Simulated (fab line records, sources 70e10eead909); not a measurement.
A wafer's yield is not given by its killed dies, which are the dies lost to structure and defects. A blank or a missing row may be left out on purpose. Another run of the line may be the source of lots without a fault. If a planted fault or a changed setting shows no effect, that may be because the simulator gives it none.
fab line records	flow nand_harc
record lots=6	wafers=18	last_day=31
route steps=1302 shown A_WL_FILL@982 A_CONTACT@983 END@1302
lots that met no fault: from a run of the same line without faults
start_h: hours from the record's first day to the start of the lot's first wafer shown	wait_h: hours from the lot's prior step to this one	" the same as in the row above	L1.1+2: one row covering several wafers at once	- either no value or no given start	* or withheld: withheld	< > ~ a bound
route shown NAME@n: a module of which the file shows steps, and the number in the route of the first	usual: mean/standard deviation of fault-free wafers	same: alike in all rows	chamber/n: place in a boat	sites: per-site readings	_std_site: the values' standard deviation	_edge_site: outer sites' mean less inner sites'	radius_mm: how far each site lies from the wafer's centre	mask NAME#n: copy n	behind: the last tool/chamber to shape the wafer	hold: the reason the lot was held/the length of the hold in hours/how it ended	device: the transistor (n, p or np) that didn't switch	end of line: the route-end tests of the same wafers	step lacking rows: just its recipe	killed: count of dies lost to structure and defects at first sort (not the wafer's yield)	map: a wafer's dies, x killed, . not, _ none there
set.NAME: the run value of the setting; set.NAME@STEP: its run value at that earlier step	model.NAME: the simulator's own value behind a step, which no gauge read
lots at selected steps of the route; one table per step, one row per wafer
services: a tool's chamber out of use, with start hour (start_h, from the record's first day; less than 0 if before it), hours out, and reason
## steps
# step NHARC_A_WL_FILL_INSPECT_15
# usual raw_defect_count=490/150
lot.wafer	tool	chamber	start_h	wait_h	raw_defect_count
L688.2	defect_inspect-01	-	510.98	0.0	681
L688.3	"	-	"	"	600
L688.5	"	-	"	"	895
L687.1	defect_inspect-01	-	514.04	0.0	585
L687.2	"	-	"	"	464
L687.4	"	-	"	"	467
L696.1	defect_inspect-01	-	600.10	0.0	473
L696.2	"	-	"	"	471
L696.3	"	-	"	"	472
L700.2	defect_inspect-02	-	618.98	0.0	569
L700.3	"	-	"	"	352
L700.5	"	-	"	"	417
L699.1	defect_inspect-01	-	631.83	0.0	377
L699.3	"	-	"	"	368
L699.6	"	-	"	"	345
L703.1	defect_inspect-01	-	668.17	0.0	524
L703.2	"	-	"	"	463
L703.5	"	-	"	"	514
# step NHARC_A_CONTACT_DEP_24
# recipe target_thk_a=5000	temp_c=400	pressure_torr=6.5	rf_w=900	teos_flow_sccm=161.4	flow_sccm=2650	target_thk_nm=500	gas=O2	material=SiO2
# usual heater_power_w=516/120	throttle_valve_pct=15.7/0.57
lot.wafer	tool	chamber	start_h	wait_h	heater_power_w	since_wet_clean_h	throttle_valve_pct
L688.2	pecvd-02	2	511.04	0.1	402	90	15.6
L688.3	"	0	"	"	457	90	16.0
L688.5	"	0	"	"	351	-	15.8
L687.2	pecvd-03	1	514.11	0.1	651	135	15.2
L687.1	"	2	"	"	387	135	17.4
L687.4	"	2	"	"	285	-	17.2
L696.1	pecvd-04	2	600.17	0.1	474	137	15.4
L696.3	"	0	"	"	644	137	16.2
L696.2	"	1	"	"	509	137	15.8
L700.3	pecvd-02	1	619.04	0.1	665	17	15.1
L700.2	"	0	"	"	425	17	15.7
L700.5	"	1	"	"	668	-	14.9
L699.3	pecvd-02	1	631.92	0.1	615	30	15.1
L699.1	"	2	"	"	443	30	15.1
L699.6	"	1	"	"	630	-	14.9
L703.1	pecvd-02	1	668.24	0.1	573	66	15.2
L703.2	"	0	"	"	413	66	15.9
L703.5	"	0	"	"	432	-	15.8
# step NHARC_A_CONTACT_DEP_28
# recipe target_thk_a=70000	temp_c=400	material=aC
# usual throttle_valve_pct=35.000/0.0092
lot.wafer	tool	chamber	start_h	wait_h	throttle_valve_pct
L688.2	acl_dep-02	0	512.45	0.9	34.989
L688.3	"	0	"	"	35.017
L688.5	"	0	514.60	3.0	35.014
L687.1	acl_dep-01	0	514.73	0.1	35.003
L687.2	"	0	"	"	34.997
L687.4	"	0	516.85	2.2	35.003
L696.1	acl_dep-01	0	600.77	0.1	34.999
L696.2	"	0	"	"	34.993
L696.3	"	0	"	"	34.997
L700.2	acl_dep-01	0	621.38	1.8	35.006
L700.3	"	0	"	"	34.987
L700.5	"	0	623.51	3.9	35.017
L699.1	acl_dep-02	0	635.14	2.7	35.005
L699.3	"	0	636.57	4.1	34.994
L699.6	"	0	638.71	6.2	35.000
L703.1	acl_dep-01	0	669.96	1.2	35.011
L703.2	"	0	"	"	35.009
L703.5	"	0	672.77	4.0	35.016
# step NHARC_A_CONTACT_DEP_29
# recipe target_thk_a=1000	target_thk_nm=100	temp_c=400	pressure_torr=3.5	flow_sccm=200	rf_w=350	material=SiON
# usual heater_power_w=713/130
lot.wafer	tool	chamber	start_h	wait_h	heater_power_w	since_wet_clean_h
L688.2	pecvd-04	0	516.09	2.9	834	53
L688.3	"	1	"	"	630	53
L688.5	"	0	"	"	845	-
L687.2	pecvd-03	0	518.99	2.8	976	140
L687.1	"	2	"	"	586	140
L687.4	"	0	"	"	982	-
L696.3	pecvd-02	1	605.03	2.1	863	3
L696.1	"	2	"	"	635	3
L696.2	"	0	"	"	633	3
L700.2	pecvd-02	2	624.95	2.9	682	23
L700.3	"	1	"	"	753	23
L700.5	"	0	"	"	536	-
L699.3	pecvd-02	2	639.44	2.2	688	37
L699.1	"	1	"	"	800	37
L699.6	"	1	"	"	789	-
L703.2	pecvd-04	0	674.20	2.8	888	30
L703.1	"	2	"	"	652	30
L703.5	"	1	"	"	645	-
# step NHARC_A_CONTACT_DEHYDRATE_32
# recipe temp_c=150	time_s=120
# step NHARC_A_CONTACT_HMDS_33
# recipe time_s=30
# step NHARC_A_CONTACT_COAT_34
# recipe temp_c=260	time_s=75
# step NHARC_A_CONTACT_COAT_35
# recipe temp_c=225	time_s=65
# step NHARC_A_CONTACT_COAT_36
# recipe spin_rpm=1500	resist_thk_nm=90
# step NHARC_A_CONTACT_SOFTBAKE_37
# recipe temp_c=105	time_s=55
# step NHARC_A_CONTACT_EBR_38
# step NHARC_A_CONTACT_EXPOSE_39
# recipe na=1.35	sigma_outer=0.8	dose_mj=58.79	mask_id=A_CC_3
# usual reticle_temp_C=22.99/0.099
lot.wafer	tool	chamber	start_h	wait_h	mask	reticle_temp_C	model.A_CONTACT.overlay_x_nm
L688.2	arfi_scanner-02	0	516.65	-	A_CC_3#0	23.02	-1.267
L688.3	"	0	"	"	A_CC_3#0	22.91	-1.267
L688.5	"	0	"	"	A_CC_3#0	23.00	-1.267
L687.1	arfi_scanner-03	0	519.57	-	A_CC_3#0	22.98	-0.05421
L687.2	"	0	"	"	A_CC_3#0	22.93	-0.05421
L687.4	"	0	"	"	A_CC_3#0	23.07	-0.05421
L696.1	arfi_scanner-03	0	605.49	-	A_CC_3#0	22.96	21.77
L696.2	"	0	"	"	A_CC_3#0	22.99	21.77
L696.3	"	0	"	"	A_CC_3#0	22.90	21.77
L700.2	arfi_scanner-02	0	625.54	-	A_CC_3#0	22.98	-0.3719
L700.3	"	0	"	"	A_CC_3#0	22.99	-0.3719
L700.5	"	0	"	"	A_CC_3#0	23.03	-0.3719
L699.1	arfi_scanner-03	0	640.05	-	A_CC_3#0	23.00	20.27
L699.3	"	0	"	"	A_CC_3#0	23.03	20.27
L699.6	"	0	"	"	A_CC_3#0	23.07	20.27
L703.1	arfi_scanner-01	0	674.66	-	A_CC_3#0	22.98	0.2781
L703.2	"	0	"	"	A_CC_3#0	23.02	0.2781
L703.5	"	0	"	"	A_CC_3#0	22.80	0.2781
# step NHARC_A_CONTACT_PEB_40
# recipe peb_temp_c=100	peb_time_s=65
# step NHARC_A_CONTACT_DEVELOP_41
# recipe develop_time_s=35	dev_temp_c=23
# step NHARC_A_CONTACT_CD_MEAS_42
# recipe target_cd_nm=300	landing_energy_ev=500
# usual cd_nm=300.2/0.6
lot.wafer	tool	chamber	start_h	wait_h	cd_nm
L688.2	cd_sem-01	0	516.79	-	299.5
L688.3	"	0	"	"	299.7
L688.5	"	0	"	"	300.1
L687.1	cd_sem-03	0	519.71	-	300.0
L687.2	"	0	"	"	300.7
L687.4	"	0	"	"	299.9
L696.1	cd_sem-01	0	605.63	-	301.8
L696.2	"	0	"	"	301.3
L696.3	"	0	"	"	301.4
L700.2	cd_sem-01	0	625.68	-	300.6
L700.3	"	0	"	"	300.4
L700.5	"	0	"	"	301.2
L699.1	cd_sem-02	0	640.19	-	301.0
L699.3	"	0	"	"	300.1
L699.6	"	0	"	"	299.5
L703.1	cd_sem-02	0	674.80	-	300.3
L703.2	"	0	"	"	299.8
L703.5	"	0	"	"	300.5
# step NHARC_A_CONTACT_OVL_MEAS_43
# usual overlay_x_nm=-0.1/0.67	overlay_y_nm=0.2/0.84
lot.wafer	tool	chamber	start_h	wait_h	overlay_x_nm	overlay_y_nm
L688.2	overlay-02	-	516.88	-	-1.6	-0.4
L688.3	"	-	"	"	-1.3	-0.3
L688.5	"	-	"	"	-1.2	0.0
L687.1	overlay-01	-	519.80	-	-0.3	1.6
L687.2	"	-	"	"	0.2	1.9
L687.4	"	-	"	"	-0.1	1.5
L696.1	overlay-01	-	605.72	-	21.8	0.4
L696.2	"	-	"	"	21.8	0.1
L696.3	"	-	"	"	21.6	0.6
L700.2	overlay-02	-	625.77	-	0.3	0.5
L700.3	"	-	"	"	-0.1	0.8
L700.5	"	-	"	"	-0.3	0.2
L699.1	overlay-01	-	640.28	-	19.8	1.2
L699.3	"	-	"	"	20.4	1.0
L699.6	"	-	"	"	19.8	1.6
L703.1	overlay-02	-	674.89	-	0.2	-0.9
L703.2	"	-	"	"	0.3	-1.5
L703.5	"	-	"	"	0.6	-1.0
# step NHARC_A_CONTACT_INSPECT_44
# usual raw_defect_count=80/38
lot.wafer	tool	chamber	start_h	wait_h	raw_defect_count
L688.2	defect_inspect-02	-	516.91	0.0	70
L688.3	"	-	"	"	68
L688.5	"	-	"	"	66
L687.1	defect_inspect-01	-	519.84	0.0	88
L687.2	"	-	"	"	102
L687.4	"	-	"	"	105
L696.1	defect_inspect-01	-	605.75	0.0	85
L696.2	"	-	"	"	80
L696.3	"	-	"	"	78
L700.2	defect_inspect-01	-	625.81	0.0	102
L700.3	"	-	"	"	106
L700.5	"	-	"	"	119
L699.1	defect_inspect-02	-	640.32	0.0	51
L699.3	"	-	"	"	55
L699.6	"	-	"	"	74
L703.1	defect_inspect-02	-	674.92	0.0	71
L703.2	"	-	"	"	74
L703.5	"	-	"	"	72
# step NHARC_END_SORT_01
# recipe temp_c=25
# usual killed_at_array=50/20	killed_at_other=1.2/1.5	killed_at_periphery=3.6/2.6	killed_dies=55/20	killed_open=3.4/2	killed_short=2.7/1.6
# same gross_dies=677
lot.wafer	tool	chamber	start_h	wait_h	killed_at_array	killed_at_other	killed_at_periphery	killed_dies	killed_open	killed_short
L688.2	prober-01	0	588.44	2.8	49	1	2	52	3	3
L688.3	prober-01	0	589.23	3.1	59	0	2	61	4	2
L688.5	prober-01	0	590.83	3.7	48	0	3	51	0	4
L687.1	prober-02	0	595.64	2.5	54	0	4	58	2	2
L687.2	prober-02	0	596.44	2.8	52	1	3	56	1	1
L687.4	prober-02	0	598.02	3.4	62	1	6	69	5	1
L696.1	prober-02	0	680.06	2.5	23	3	2	28	2	2
L696.2	prober-02	0	680.85	2.8	47	2	1	50	2	2
L696.3	prober-02	0	681.64	3.1	67	0	5	72	8	8
L700.2	prober-01	0	698.28	2.8	38	1	4	43	1	4
L700.3	prober-01	0	699.09	3.1	53	3	7	63	3	1
L700.5	prober-01	0	700.70	3.7	62	1	3	66	3	1
L703.1	prober-02	0	745.03	2.5	64	1	7	72	7	4
L703.2	prober-02	0	745.83	2.8	49	0	1	50	2	1
L703.5	prober-02	0	748.23	3.7	48	0	7	55	6	2
# killed by level:class
L688.2 A_CHANNEL_HOLE_D1:chamber_film_flake=30 A_CHANNEL_HOLE_D2:chamber_film_flake=4 A_STAIRCASE:chamber_film_flake=4 A_CONTACT:chamber_film_flake=4 P_M2:geometric_particle:short=1 A_SOURCE_PLATE:geometric_particle:short=1 A_WL_FILL:geometric_particle:open=1 A_BLC:geometric_particle:open=1
L688.3 A_CHANNEL_HOLE_D1:chamber_film_flake=37 A_STAIRCASE:chamber_film_flake=7 A_CHANNEL_HOLE_D2:chamber_film_flake=4 A_CHANNEL_FILL_D2:chamber_film_flake=2 A_CONTACT:chamber_film_flake=2 P_GATE:geometric_particle:open=1 A_ONON_D1:geometric_particle:short=1 A_CHANNEL_FILL_D1:geometric_particle:short=1
L688.5 A_CHANNEL_HOLE_D1:chamber_film_flake=33 A_CHANNEL_HOLE_D2:chamber_film_flake=5 A_STAIRCASE:chamber_film_flake=3 A_CHANNEL_FILL_D2:geometric_particle:short=2 A_CONTACT:chamber_film_flake=2 P_M1:geometric_particle:short=1 A_ONON_D1:geometric_particle:short=1 P_GATE:chamber_film_flake=1
L687.1 A_CHANNEL_HOLE_D2:chamber_film_flake=35 A_SLIT:chamber_film_flake=9 A_M0:chamber_film_flake=4 P_BONDPAD:chamber_film_flake=2 P_STI:geometric_particle:open=1 P_CONTACT:geometric_particle:open=1 A_CHANNEL_HOLE_D1:geometric_particle:short=1 A_ONON_D2:geometric_particle:short=1
L687.2 A_CHANNEL_HOLE_D2:chamber_film_flake=25 A_SLIT:chamber_film_flake=19 A_CONTACT:chamber_film_flake=3 P_BONDPAD:chamber_film_flake=2 A_M0:chamber_film_flake=2 A_CHANNEL_FILL_D2:geometric_particle:open=1 A_WL_FILL:geometric_particle:short=1 P_ZERO_WELL:chamber_film_flake=1
L687.4 A_CHANNEL_HOLE_D2:chamber_film_flake=33 A_SLIT:chamber_film_flake=18 A_STAIRCASE:chamber_film_flake=3 A_M0:chamber_film_flake=3 P_BONDPAD:chamber_film_flake=2 P_GATE:geometric_particle:open=1 P_CONTACT:geometric_particle:open=1 P_M0:geometric_particle:open=1
L696.1 A_CONTACT:chamber_film_flake=9 A_SLIT:chamber_film_flake=8 A_STAIRCASE:chamber_film_flake=3 THIN_TSV:chamber_film_flake=3 P_M0:geometric_particle:open=1 A_SOURCE_PLATE:geometric_particle:short=1 A_ONON_D2:geometric_particle:open=1 A_WL_FILL:geometric_particle:short=1
L696.2 A_SLIT:chamber_film_flake=23 A_CHANNEL_HOLE_D2:chamber_film_flake=12 A_CONTACT:chamber_film_flake=5 A_CHANNEL_HOLE_D1:chamber_film_flake=3 THIN_TSV:chamber_film_flake=2 P_STI:geometric_particle:open=1 A_ONON_D1:geometric_particle:short=1 A_WL_FILL:geometric_particle:short=1
L696.3 A_SLIT:chamber_film_flake=31 A_CONTACT:chamber_film_flake=9 A_CHANNEL_HOLE_D1:chamber_film_flake=7 A_CHANNEL_HOLE_D2:chamber_film_flake=4 P_M0:geometric_particle:short=2 A_CHANNEL_FILL_D1:geometric_particle:open=2 A_ONON_D2:geometric_particle:open=2 A_ONON_D2:geometric_particle:short=2
L700.2 A_SLIT:chamber_film_flake=9 A_CHANNEL_HOLE_D1:chamber_film_flake=9 A_CONTACT:chamber_film_flake=6 A_CHANNEL_HOLE_D2:chamber_film_flake=4 P_BONDPAD:chamber_film_flake=3 A_CHANNEL_FILL_D1:geometric_particle:short=2 A_CHANNEL_FILL_D1:chamber_film_flake=2 A_CHANNEL_FILL_D2:chamber_film_flake=2
L700.3 A_CHANNEL_HOLE_D2:chamber_film_flake=20 A_SLIT:chamber_film_flake=10 A_CHANNEL_HOLE_D1:chamber_film_flake=8 A_CONTACT:chamber_film_flake=7 THIN_TSV:chamber_film_flake=3 P_GATE:chamber_film_flake=2 P_M0:chamber_film_flake=2 A_CHANNEL_FILL_D1:chamber_film_flake=2
L700.5 A_SLIT:chamber_film_flake=22 A_CHANNEL_HOLE_D2:chamber_film_flake=16 A_CHANNEL_HOLE_D1:chamber_film_flake=7 A_CONTACT:chamber_film_flake=5 A_CHANNEL_FILL_D1:chamber_film_flake=4 P_BONDPAD:chamber_film_flake=3 A_DECK1_JOINT:chamber_film_flake=2 A_DECK1_JOINT:geometric_particle:open=1
L703.1 A_CHANNEL_HOLE_D1:chamber_film_flake=39 A_CONTACT:chamber_film_flake=11 A_STAIRCASE:chamber_film_flake=4 P_M0:geometric_particle:open=3 A_SLIT:chamber_film_flake=3 A_M0:geometric_particle:open=2 A_WL_FILL:chamber_film_flake=2 P_GATE:geometric_particle:short=1
L703.2 A_CHANNEL_HOLE_D1:chamber_film_flake=31 A_CONTACT:chamber_film_flake=7 A_SLIT:chamber_film_flake=3 A_DECK1_JOINT:chamber_film_flake=2 A_ONON_D1:geometric_particle:open=1 A_ONON_D2:geometric_particle:short=1 A_ONON_D2:geometric_particle:open=1 P_GATE:chamber_film_flake=1
L703.5 A_CHANNEL_HOLE_D1:chamber_film_flake=32 A_SLIT:chamber_film_flake=4 A_CONTACT:chamber_film_flake=4 A_STAIRCASE:chamber_film_flake=3 P_CONTACT:geometric_particle:open=2 P_M0:geometric_particle:open=2 P_GATE:geometric_particle:short=1 P_M1:geometric_particle:open=1
## services
tool	chamber	start_h	hours	kind
pecvd-04	-	517.48	0.6	repair
pecvd-02	1	523.37	14.6	repair
arfi_scanner-03	-	540.00	4.0	pm
pecvd-03	-	547.01	13.0	pm
acl_dep-01	-	550.51	13.0	pm
pecvd-04	-	572.33	1.0	repair
arfi_scanner-01	-	587.65	2.6	repair
pecvd-02	-	589.47	13.0	pm
pecvd-02	0	589.47	13.0	vent_cycle
pecvd-02	1	589.47	13.0	vent_cycle
pecvd-02	2	589.47	13.0	vent_cycle
arfi_scanner-01	-	596.00	4.0	pm
pecvd-04	-	598.19	0.7	repair
arfi_scanner-02	-	599.65	4.3	repair
pecvd-02	0	602.47	-	clean
pecvd-02	1	602.47	-	clean
pecvd-02	2	602.47	-	clean
acl_dep-01	-	608.17	0.8	repair
acl_dep-02	-	609.31	13.0	pm
arfi_scanner-03	0	612.08	-	calibration
pecvd-04	-	631.02	13.0	pm
pecvd-02	1	640.83	6.4	repair
arfi_scanner-02	-	656.00	4.0	pm
arfi_scanner-02	-	669.44	0.5	repair
## key
first_sign step=NHARC_A_CONTACT_OVL_MEAS_43	reading=overlay_x_nm	direction=up	sigmas=31	usual=-0.1	struck=20.9
effect none on later readings
model_effect step=NHARC_A_CONTACT_EXPOSE_39	value=A_CONTACT.overlay_x_nm	without=0.3267	struck=21.02
met_at NHARC_A_CONTACT_EXPOSE_39
struck_wafers L696.1,L696.2,L696.3,L699.1,L699.3,L699.6
rows_end L699.1,L699.3,L699.6
tester_left_out L696
onset_between 519.57 605.49
fault kind=scanner_matching_overlay	tool=arfi_scanner-03	chamber=-	onset_h=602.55	steps=NHARC_A_CONTACT_EXPOSE_39	offset=20.695
# tester_left_out: of these lots the tester's yield and bins aren't shown, on N5 and GAA mostly nor the transistor test; their killed dies are dies lost to structure and defects alone, not to doping, threshold or leakage, so they don't give the yield
# rows_end: these wafers met a further fault down the route, and their rows from its step on are left out
